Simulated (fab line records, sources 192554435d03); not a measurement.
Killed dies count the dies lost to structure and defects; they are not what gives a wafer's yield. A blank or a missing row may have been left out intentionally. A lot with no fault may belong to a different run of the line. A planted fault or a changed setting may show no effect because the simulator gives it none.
Chamber matching | flow n5Finfet | N5_BEOL_M5_CURE_80 on uvCure-01: 3 sister chambers
The step cures SiCOH lowk, time 120 s. 3 wafers are shown with their chamber, then 9 later ones without.

## EACH WAFER AND ITS CHAMBER
wafer  | chamber | wafer_temp_C_max
L075.6 | 0       | 372.5
L086.6 | 1       | 371.6
L087.6 | 2       | 371.4

## WAFERS WHOSE CHAMBER IS MISSING
wafer  | wafer_temp_C_max
L090.2 | 372.6
L090.5 | 371.8
L090.6 | 372.6
L089.1 | 372.4
L089.2 | 372.5
L089.6 | 372.5
L089.3 | 373.6
L089.4 | 373.4
L089.5 | 371.4

## WHICH CHAMBER EACH WENT THROUGH
wafer  | from the rows above          | in truth
L090.2 | can't be placed: 0 or 1      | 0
L090.5 | can't be placed: 1 or 2 or 0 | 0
L090.6 | can't be placed: 0 or 1      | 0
L089.1 | can't be placed: 0 or 1 or 2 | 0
L089.2 | can't be placed: 0 or 1      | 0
L089.6 | can't be placed: 0 or 1      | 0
L089.3 | can't be placed: 0 or 1      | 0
L089.4 | can't be placed: 0 or 1      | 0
L089.5 | can't be placed: 2 or 1      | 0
Correctly placed: 0 of 9. Cannot be placed on the basis of these rows: 9; the candidates contain the true chamber in 8. Placed wrongly: 0.
How it was worked out, from the rows above alone: a wafer's distance from a chamber is the root of the sum, over the readings, of the square of ((its reading less the chamber's mean) divided by the reading's scatter). The wafer belongs to the nearest chamber; if the next one is less than 2 further off, it can't be placed. The mean given for a chamber averages the wafers shown for that chamber. The scatter (one wafer shown for each chamber): square how far every hidden wafer sits from the nearest shown wafer, average those squares and take the square root.
